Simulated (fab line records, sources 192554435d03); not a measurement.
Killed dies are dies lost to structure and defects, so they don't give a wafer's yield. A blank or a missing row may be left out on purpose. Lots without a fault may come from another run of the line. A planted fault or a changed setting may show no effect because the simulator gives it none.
One fault seen from 2 desks | flow n5_finfet | each desk has only its own numbers; what lay behind them comes last

THE TOOL OWNER'S DESK: pvd_sputter-03
The tool's own readings at N5_BEOL_M8_SPUTTER_48 (material Cu, target thk 10 nm, time 1.667 s): means of the sampled wafers that have a number, for each lot that ran on this tool. A lot is out of limits, marked OUT, if its mean lies more than 4 standard deviations from the usual mean; the brackets give that distance.
Columns: A = cathode_dc_power_W at N5_BEOL_M8_SPUTTER_48, usual 26001 W; B = chuck_gas_flow_sccm at N5_BEOL_M8_SPUTTER_48, usual 1.27 sccm; C = throttle_valve_pct at N5_BEOL_M8_SPUTTER_48, usual 29.9 %
lot  | first seen here | A                       | B    | C
L908 | day 9 02:49     | 26002                   | 1.27 | 30.0
L907 | day 9 03:10     | 26002                   | 1.23 | 30.5
L915 | day 11 12:43    | 26001                   | 1.28 | 29.1
L920 | day 12 20:17    | 26003                   | 1.29 | 30.6
L927 | day 15 03:08    | 24509 (-99 or more) OUT | 1.23 | 30.4
L928 | day 15 10:42    | 24507 (-99 or more) OUT | 1.23 | 30.2
This desk's finding: out of limits on L927, L928; first on L927, day 15 03:08 (cathode_dc_power_W at N5_BEOL_M8_SPUTTER_48). In limits: L908, L907, L915, L920.

THE DEFECT DESK
What the inspections along the route counted, lot by lot: means of the sampled wafers that have a number. A lot is out of limits, marked OUT, if its mean lies more than 4 standard deviations from the usual mean; the brackets give that distance.
Columns: A = raw_defect_count at N5_BEOL_M8_INSPECT_13, usual 400
lot  | first seen here | A
L908 | day 8 23:16     | 381
L907 | day 8 23:37     | 399
L909 | day 9 17:32     | 329
L910 | day 10 01:15    | 343
L914 | day 11 01:02    | 527
L915 | day 11 07:31    | 352
L919 | day 12 06:29    | 417
L920 | day 12 14:29    | 336
L927 | day 14 21:29    | 584
L928 | day 15 06:04    | 508
L929 | day 15 13:26    | 313
This desk's finding: nothing out of limits on any of the 11 lots.

PUT TOGETHER
The tool owner's desk could have raised an alarm at day 15 03:08, on L927, L928.
The defect desk saw nothing out of limits.
The defect desk has L927, L928 on record, within its limits.
Of the lots named, all ran N5_BEOL_M8_SPUTTER_48 on pvd_sputter-03.

WHAT THE SIMULATOR HAD PUT IN
Process parameter drift: pvd_sputter-03, from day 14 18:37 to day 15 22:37, at N5_BEOL_M8_SPUTTER_48. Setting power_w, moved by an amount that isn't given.
Lots struck among those shown: L927, L928.
Hours from the fault's start to each desk's first reading out of limits: the tool owner's desk, 9.
